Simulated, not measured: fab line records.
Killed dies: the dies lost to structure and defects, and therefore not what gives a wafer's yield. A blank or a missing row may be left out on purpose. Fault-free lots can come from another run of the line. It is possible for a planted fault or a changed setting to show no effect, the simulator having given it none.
The tool behind it: which one? | flow nand harc | 12 lots with 36 wafers sampled at 4 steps, on a route of 1159 steps

WHAT THE GAUGES SHOWED, per wafer
NHARC_P_GATE_CD_MEAS_26: the cd target is 120 nm.
lot  | measured     | on        | cd nm (nm)
L432 | day 4 22:50  | cd sem-01 | 119.6 119.6 118.9
L433 | day 5 06:43  | cd sem-03 | 120.7 121.0 119.6
L435 | day 5 10:25  | cd sem-03 | 119.9 120.4 120.4
L434 | day 5 09:59  | cd sem-02 | 120.7 119.4 120.2
L436 | day 6 01:22  | cd sem-02 | 119.4 118.6 118.3
L439 | day 6 21:55  | cd sem-02 | 119.9 118.4 120.2
L444 | day 7 20:29  | cd sem-01 | 149.8 150.9 150.6 150.3 151.1 150.8
L443 | day 7 20:50  | cd sem-03 | 151.6 150.2 151.2 151.5 150.4 151.2
L447 | day 8 17:34  | cd sem-03 | 119.2 119.6 120.0
L450 | day 9 11:52  | cd sem-02 | 120.6 120.0 119.4
L451 | day 9 19:49  | cd sem-03 | 120.1 120.1 120.4
L454 | day 10 12:35 | cd sem-01 | 120.3 120.4 120.3

NHARC_P_GATE_CD_MEAS_33.
lot  | measured     | on        | cd nm (nm)
L432 | day 4 23:50  | cd sem-03 | 112 122 119
L433 | day 5 07:45  | cd sem-02 | 121 119 121
L435 | day 5 11:25  | cd sem-01 | 120 121 123
L434 | day 5 11:08  | cd sem-01 | 116 111 123
L436 | day 6 02:23  | cd sem-01 | 123 121 119
L439 | day 6 23:13  | cd sem-01 | 123 118 123
L447 | day 8 18:34  | cd sem-02 | 121 116 127
L450 | day 9 13:03  | cd sem-03 | 120 123 120
L451 | day 9 20:49  | cd sem-03 | 121 118 114
L454 | day 10 13:35 | cd sem-02 | 116 121 117

WHAT TOOL EACH LOT RAN ON (gives the tool, then ch and the chambers of the sampled wafers, and finally the start)
lot  | NHARC_P_GATE_DESCUM_13            | NHARC_P_GATE_EXPOSE_23
L432 | rie diel-08 ch 1,2,3, day 4 07:29 | arfi scanner-02 ch 0, day 4 22:42
L433 | rie diel-05 ch 2,3, day 4 16:48   | arfi scanner-03 ch 0, day 5 06:34
L435 | rie diel-08 ch 0,3, day 4 20:33   | arfi scanner-02 ch 0, day 5 10:17
L434 | rie diel-08 ch 0,1,3, day 4 20:43 | arfi scanner-03 ch 0, day 5 09:50
L436 | rie diel-02 ch 0,3, day 5 08:38   | arfi scanner-01 ch 0, day 6 01:13
L439 | rie diel-05 ch 1,2,3, day 6 07:25 | arfi scanner-02 ch 0, day 6 21:46
L444 | rie diel-05 ch 0,1, day 7 06:44   | arfi scanner-03 ch 0, day 7 20:21
L443 | rie diel-08 ch 1,2,3, day 7 06:55 | arfi scanner-03 ch 0, day 7 20:42
L447 | rie diel-08 ch 0,1, day 7 23:50   | arfi scanner-01 ch 0, day 8 17:25
L450 | rie diel-08 ch 0,1,2, day 8 22:18 | arfi scanner-02 ch 0, day 9 11:43
L451 | rie diel-05 ch 3, day 9 06:16     | arfi scanner-01 ch 0, day 9 19:41
L454 | rie diel-05 ch 1,2,3, day 9 21:53 | arfi scanner-01 ch 0, day 10 12:26
- NHARC_P_GATE_DESCUM_13: chemistry O2, time 3 s.
- NHARC_P_GATE_EXPOSE_23: exposes mask P GATE, target cd 120 nm.

AS READ BY THE TOOLS THEMSELVES (means over the sampled wafers that have a number; for cases with no such wafer, the mark the record gives instead)
NHARC_P_GATE_DESCUM_13.
lot  | tool        | drypump motor current A (A) | mfc ar sccm (sccm) | oes product au (a.u.) | rf vpp V (V) | showerhead plenum p Torr (Torr) | throttle valve pct (%)
L432 | rie diel-08 | 5.4                         | 0.017              | 1.002                 | 57.8         | 1.96                            | 11.314
L433 | rie diel-05 | 6.0                         | 0.014              | 1.000                 | 58.4         | 1.91                            | 11.314
L435 | rie diel-08 | 5.6                         | 0.000              | 0.983                 | 58.0         | 1.94                            | 11.323
L434 | rie diel-08 | 5.5                         | 0.006              | 0.991                 | 57.8         | 1.90                            | 11.312
L436 | rie diel-02 | 5.4                         | 0.023              | 0.998                 | 57.8         | 1.94                            | 11.307
L439 | rie diel-05 | 5.9                         | 0.012              | 1.004                 | 57.6         | 1.91                            | 11.306
L444 | rie diel-05 | 5.9                         | 0.004              | 0.990                 | 57.5         | 1.92                            | 11.314
L443 | rie diel-08 | 5.4                         | 0.017              | 0.997                 | 58.3         | 1.95                            | 11.314
L447 | rie diel-08 | 5.4                         | 0.011              | 1.004                 | 57.4         | 1.85                            | 11.309
L450 | rie diel-08 | 5.7                         | 0.017              | 1.002                 | 57.3         | 1.89                            | 11.313
L451 | rie diel-05 | 5.7                         | 0.005              | 1.021                 | 57.9         | 1.96                            | 11.312
L454 | rie diel-05 | 5.9                         | 0.012              | 1.004                 | 57.1         | 1.90                            | 11.309

NHARC_P_GATE_EXPOSE_23.
lot  | tool            | exposure dose mJ cm2 | focus offset nm (nm)
L432 | arfi scanner-02 | 93.96                | -0.4
L433 | arfi scanner-03 | 93.91                | 0.3
L435 | arfi scanner-02 | 93.85                | 0.9
L434 | arfi scanner-03 | 94.01                | -0.1
L436 | arfi scanner-01 | 93.81                | 0.3
L439 | arfi scanner-02 | 93.90                | 0.6
L444 | arfi scanner-03 | 55.58                | -0.7
L443 | arfi scanner-03 | 55.73                | 0.6
L447 | arfi scanner-01 | 93.81                | 0.0
L450 | arfi scanner-02 | 93.90                | 0.2
L451 | arfi scanner-01 | 93.89                | -0.9
L454 | arfi scanner-01 | 93.91                | 0.1

THE ANSWER, worked out from the rows above alone
Rule: the lots themselves supply what counts as usual. The widest of any qualifying gaps counts: lots, ordered by their means at a reading, are off when they make up no more than a third of the lots, leave a main group of 4 or more, and stand apart from it by 3 or more times the standard deviation of that group's means. A main group is skipped when, at the precision printed for the reading in the tables above, its means are all equal. A lot without any number at a reading at which 4 lots or more have one is off too. Where the step has rows for the other lots, those lots are counted as sound. First the gauges in route order, then the tools' own readings, where a lot's mean is used as printed above. The first step at which some lot is off is used, and at that step the reading that is off furthest; a lot without a number counts as furthest.
Off: L444, L443, at NHARC_P_GATE_CD_MEAS_26 (cd nm). The main group has a mean of 119.9 nm with a standard deviation of 0.5.
If a tool, at a process step before that reading, ran all the lots that are off and no sound lot after the first of them, it fits. Not tried: the gauges at NHARC_P_GATE_CD_MEAS_26; whatever is off there is also off at NHARC_P_GATE_EXPOSE_23, on other tools, and gauge error can't account for it. One fits: arfi scanner-03 at NHARC_P_GATE_EXPOSE_23. Its last sound lot is L434 (day 5 09:50), its first lot that is off L444 (day 7 20:21): a fault that began between those two fits.
On the lots that are off, the tool's own readings at NHARC_P_GATE_EXPOSE_23 differ by more than 5 times the standard deviation of the sound lots' means, which bears it out; exposure dose mJ cm2 reads 55.66 there versus 93.89 on the sound lots.

WHAT HAD BEEN PUT IN BY THE SIMULATOR
Process parameter drift: arfi scanner-03, from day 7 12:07 on, at NHARC_P_GATE_EXPOSE_23. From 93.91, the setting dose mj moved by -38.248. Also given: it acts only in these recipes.
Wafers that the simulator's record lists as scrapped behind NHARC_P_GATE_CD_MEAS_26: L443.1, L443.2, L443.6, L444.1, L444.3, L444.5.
Struck lots among those shown: L444, L443. The rule above found the same.
